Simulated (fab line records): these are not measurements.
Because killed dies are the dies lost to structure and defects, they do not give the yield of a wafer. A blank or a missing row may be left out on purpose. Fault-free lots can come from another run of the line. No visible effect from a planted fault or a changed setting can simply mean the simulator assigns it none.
Chamber matching -- flow n5Finfet -- N5_BEOL_M12_ILD_DEP_00 on pecvd-01: 3 sister chambers
The step deposits SiOC from DEMS/O2, target thk 658.92 nm, time 130.7 s. 6 wafers are shown with their chamber, then 10 later ones without.

## WAFERS WITH THEIR CHAMBER
wafer,chamber,throttleValvePct (%),heaterPowerW (W)
L081.5,1,12.2,422
L081.6,2,11.9,393
L082.4,1,12.4,338
L082.5,0,11.2,469
L085.1,0,11.2,397
L085.2,2,12.0,405

## WAFERS WITHOUT THEIR CHAMBER
wafer,throttleValvePct (%),heaterPowerW (W)
L085.3,12.2,408
L093.1,12.0,400
L093.3,12.3,411
L093.6,11.1,464
L094.1,11.3,416
L094.2,12.3,378
L094.3,12.0,409
L096.4,12.4,342
L096.5,12.0,400
L096.6,11.1,460

## CHAMBER TAKEN BY EACH
wafer,from the rows above,in truth
L085.3,can't be placed: 1 or 2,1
L093.1,2,2
L093.3,1,1
L093.6,0,0
L094.1,0,0
L094.2,1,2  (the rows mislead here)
L094.3,2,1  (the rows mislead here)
L096.4,1,1
L096.5,2,2
L096.6,0,0
Correctly placed: 7 of 10. Can't be placed from these rows: 1 (the true chamber is among the candidates in 1). 2 placed wrongly.
How it was worked out, from the rows above alone: a wafer's distance from a chamber is the root of the sum, over the readings, of the square of ((its reading less the chamber's mean) divided by the reading's scatter). If the next closest chamber is less than 2 further off than the closest, the wafer can't be placed; otherwise it belongs to the closest. The mean given for a chamber averages the wafers shown for that chamber. How the scatter is found: for the shown wafers, subtract from each reading the mean of its chamber, square and add these, divide the total by (wafers less chambers), then take the root.
